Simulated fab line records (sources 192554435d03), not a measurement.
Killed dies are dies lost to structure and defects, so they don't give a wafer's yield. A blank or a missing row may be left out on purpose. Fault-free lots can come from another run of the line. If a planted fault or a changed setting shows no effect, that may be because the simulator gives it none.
The tool behind it: which one?	flow n5Finfet	12 lots with 34 wafers sampled at 3 steps, on a route of 1938 steps

## WHAT EACH GAUGE READ, for each wafer
N5_BEOL_M13_OVL_MEAS_29.
lot	measured	on	M13_OVL (nm)
L291	day 11 12:01	overlay-01	1 7 6
L294	day 11 19:31	overlay-02	-1 -4 4
L297	day 12 22:55	overlay-01	-7 -11 -9
L300	day 13 16:20	overlay-01	-5 -3 -1
L301	day 14 05:16	overlay-01	-2 1
L302	day 14 20:50	overlay-01	4 3 3
L303	day 15 00:57	overlay-01	0 1 -2
L306	day 15 02:49	overlay-02	-7 -3 -11
L308	day 15 03:48	overlay-02	-5 -4
L310	day 16 14:00	overlay-02	-8 -6 -6
L313	day 16 17:15	overlay-01	3 -3 -3
L312	day 16 23:32	overlay-01	3 -5 -6

## EACH LOT AND THE TOOL THAT RAN IT (in order: tool; ch and the chambers of the sampled wafers; start)
lot	N5_BEOL_M12_SPUTTER_45	N5_BEOL_M13_COAT_22
L291	pvdSputter-01, day 11 08:56	lithoTrack-04 ch 0, day 11 11:41
L294	pvdSputter-01, day 11 15:58	lithoTrack-02 ch 0, day 11 19:11
L297	pvdSputter-01, day 12 20:14	lithoTrack-03 ch 0, day 12 22:25
L300	pvdSputter-01, day 13 13:15	lithoTrack-03 ch 0, day 13 15:55
L301	pvdSputter-01, day 14 02:35	lithoTrack-04 ch 0, day 14 04:57
L302	pvdSputter-01, day 14 18:13	lithoTrack-04 ch 0, day 14 20:32
L303	pvdSputter-03, day 14 21:47	lithoTrack-04 ch 0, day 15 00:38
L306	pvdSputter-02, day 15 00:13	lithoTrack-04 ch 0, day 15 02:23
L308	pvdSputter-02, day 15 01:11	lithoTrack-02 ch 0, day 15 03:22
L310	pvdSputter-03, day 16 11:16	lithoTrack-02 ch 0, day 16 13:34
L313	pvdSputter-01, day 16 14:43	lithoTrack-02 ch 0, day 16 16:56
L312	pvdSputter-03, day 16 20:55	lithoTrack-02 ch 0, day 16 23:14
- N5_BEOL_M12_SPUTTER_45: material Cu, target thk 80 nm, time 13.33 s.
- N5_BEOL_M13_COAT_22: resist thk 300 nm.

## WHAT THE TOOLS THEMSELVES READ (means of the sampled wafers that have a number; where no wafer has one, the mark that the record gives instead)
N5_BEOL_M12_SPUTTER_45.
lot	tool	throttleValvePct (%)
L291	pvdSputter-01	30.6
L294	pvdSputter-01	31.2
L297	pvdSputter-01	30.1
L300	pvdSputter-01	30.5
L301	pvdSputter-01	30.6
L302	pvdSputter-01	30.7
L303	pvdSputter-03	30.0
L306	pvdSputter-02	29.0
L308	pvdSputter-02	29.2
L310	pvdSputter-03	29.7
L313	pvdSputter-01	30.9
L312	pvdSputter-03	29.9

N5_BEOL_M13_COAT_22.
lot	tool	chillPlateTempC (C)	resistLineTempC (C)	spinSpeedRpm (rpm)
L291	lithoTrack-04	22.99	22.94	2888.0
L294	lithoTrack-02	23.16	22.87	2888.0
L297	lithoTrack-03	22.91	23.17	2886.2
L300	lithoTrack-03	23.07	22.91	2887.4
L301	lithoTrack-04	22.91	23.05	2885.7
L302	lithoTrack-04	22.87	22.98	2997.6
L303	lithoTrack-04	22.95	23.04	2997.8
L306	lithoTrack-04	22.96	22.97	2999.7
L308	lithoTrack-02	22.96	23.08	2886.1
L310	lithoTrack-02	22.81	23.19	2886.3
L313	lithoTrack-02	22.97	23.12	2888.9
L312	lithoTrack-02	22.84	22.82	2891.4

## THE ANSWER, worked out from the rows above alone
Rule: the usual values come from the lots themselves. The widest of any qualifying gaps counts: lots, ordered by their means at a reading, are off when they make up no more than a third of the lots, leave a main group of 4 or more, and stand apart from it by 3 or more times the standard deviation of that group's means. If all means in a main group match to the digits the tables above print for the reading, that group is not used. A lot without any number at a reading at which 4 lots or more have one is off too. Any other lot the step has rows for is counted as sound. First the gauges in route order, then the tools' own readings, where a lot's mean is used as printed above. At the first step where some lot is off, the reading lying furthest off is the one used; lots without a number count as furthest.
Off: L302, L303, L306 (N5_BEOL_M13_COAT_22, spinSpeedRpm). For the main group the mean is 2887.6 rpm and the standard deviation 1.7.
A tool fits if, at that step or a process step before it, it ran every lot that is off, and no sound lot after the first of them. One candidate fits, namely lithoTrack-04 at N5_BEOL_M13_COAT_22. Its last sound lot is L301 (day 14 04:57), its first lot that is off L302 (day 14 20:32): a fault that began between those two fits.
On the lots that are off, the tool's own readings at N5_BEOL_M13_COAT_22 differ by more than 5 times the standard deviation of the sound lots' means, which bears it out; spinSpeedRpm reads 2998.4 rpm there versus 2887.6 rpm on the sound lots.

## WHAT THE SIMULATOR HAD INSERTED
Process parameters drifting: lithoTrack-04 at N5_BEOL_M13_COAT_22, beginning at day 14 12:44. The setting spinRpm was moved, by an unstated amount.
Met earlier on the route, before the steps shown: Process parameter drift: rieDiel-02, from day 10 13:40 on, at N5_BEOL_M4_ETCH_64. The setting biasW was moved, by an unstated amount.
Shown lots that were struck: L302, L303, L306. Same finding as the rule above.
